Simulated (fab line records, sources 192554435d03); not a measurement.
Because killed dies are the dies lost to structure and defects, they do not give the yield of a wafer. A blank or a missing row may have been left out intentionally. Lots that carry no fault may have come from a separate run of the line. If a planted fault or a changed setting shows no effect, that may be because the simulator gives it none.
Chamber matching + flow n5-finfet + N5_BEOL_M1_ETCH_70 on rie-diel-02: 4 sister chambers
The step etches SOC in N2/H2, target depth 80 nm, overetch 16 nm, time 120 s. 4 wafers are shown with their chamber, then 8 later ones without.

EACH WAFER AND ITS CHAMBER
| wafer  | chamber | drypump-motor-current-A (A) |
|--------|---------|-----------------------------|
| L084.4 | 0       | 5.4                         |
| L089.2 | 1       | 6.1                         |
| L089.3 | 2       | 5.5                         |
| L092.1 | 3       | 5.7                         |

WAFERS WHOSE CHAMBER IS MISSING
| wafer  | drypump-motor-current-A (A) |
|--------|-----------------------------|
| L092.2 | 6.0                         |
| L092.4 | 5.4                         |
| L091.2 | 5.7                         |
| L091.5 | 6.0                         |
| L091.6 | 5.4                         |
| L093.2 | 5.4                         |
| L093.4 | 5.7                         |
| L093.6 | 5.5                         |

CHAMBER TAKEN BY EACH
| wafer  | from the rows above | in truth                   |
|--------|---------------------|----------------------------|
| L092.2 | 1                   | 1                          |
| L092.4 | 0                   | 0                          |
| L091.2 | 3                   | 3                          |
| L091.5 | 1                   | 1                          |
| L091.6 | 0                   | 0                          |
| L093.2 | 0                   | 0                          |
| L093.4 | 3                   | 3                          |
| L093.6 | 2                   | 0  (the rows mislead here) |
Placed correctly: 7 of 8. Left unplaced by these rows: 0. Placed wrongly: 1.
How it was worked out, from the rows above alone: a wafer's distance from a chamber is the root of the sum, over the readings, of the square of ((its reading less the chamber's mean) divided by the reading's scatter). If the next closest chamber is less than 2 further off than the closest, the wafer can't be placed; otherwise it belongs to the closest. The mean given for a chamber averages the wafers shown for that chamber. The scatter (one wafer shown for each chamber): square how far every hidden wafer sits from the nearest shown wafer, average those squares and take the square root.
